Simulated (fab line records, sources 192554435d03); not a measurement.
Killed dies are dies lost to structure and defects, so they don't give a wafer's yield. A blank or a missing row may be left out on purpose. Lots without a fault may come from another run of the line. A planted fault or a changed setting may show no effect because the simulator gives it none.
Chamber matching | flow n5_finfet | N5_BEOL_M3_STRIP_19 on rie_diel-03: 4 sister chambers
The step strips in O2. 8 wafers are shown with their chamber, then 12 later ones without.

WAFERS WITH THEIR CHAMBER
wafer  | chamber | drypump_motor_current_A (A) | throttle_valve_pct (%)
L085.3 | 1       | 6.1                         | 16.80
L085.4 | 2       | 5.3                         | 16.95
L089.1 | 2       | 5.3                         | 16.54
L089.2 | 0       | 4.8                         | 16.47
L089.3 | 1       | 6.0                         | 16.84
L089.4 | 3       | 5.5                         | 16.49
L089.5 | 3       | 5.5                         | 16.48
L089.6 | 0       | 4.8                         | 16.48

WAFERS WITHOUT THEIR CHAMBER
wafer  | drypump_motor_current_A (A) | throttle_valve_pct (%)
L090.2 | 5.5                         | 16.50
L090.3 | 5.3                         | 16.56
L090.6 | 5.5                         | 16.50
L092.1 | 5.5                         | 16.54
L092.2 | 4.7                         | 16.52
L092.6 | 4.8                         | 16.52
L094.1 | 5.5                         | 16.53
L094.2 | 5.3                         | 16.57
L094.3 | 4.8                         | 16.51
L096.2 | 4.7                         | 16.51
L096.3 | 5.5                         | 16.54
L096.6 | 6.1                         | 16.40

WHICH CHAMBER EACH WENT THROUGH
wafer  | from the rows above | in truth
L090.2 | 3                   | 3
L090.3 | 2                   | 2
L090.6 | 3                   | 3
L092.1 | 3                   | 3
L092.2 | 0                   | 0
L092.6 | 0                   | 0
L094.1 | 3                   | 3
L094.2 | 2                   | 2
L094.3 | 0                   | 0
L096.2 | 0                   | 0
L096.3 | 3                   | 3
L096.6 | 1                   | 1
Placed correctly: 12 of 12. Can't be placed from these rows: 0. Placed wrongly: 0.
How it was worked out, from the rows above alone: a wafer's distance from a chamber is the root of the sum, over the readings, of the square of ((its reading less the chamber's mean) divided by the reading's scatter). The wafer belongs to the nearest chamber; if the next one is less than 2 further off, it can't be placed. A chamber's mean is the mean of its shown wafers. The scatter: the root of (the sum of the squares of (reading less its chamber's mean) over the shown wafers, divided by (wafers less chambers)).
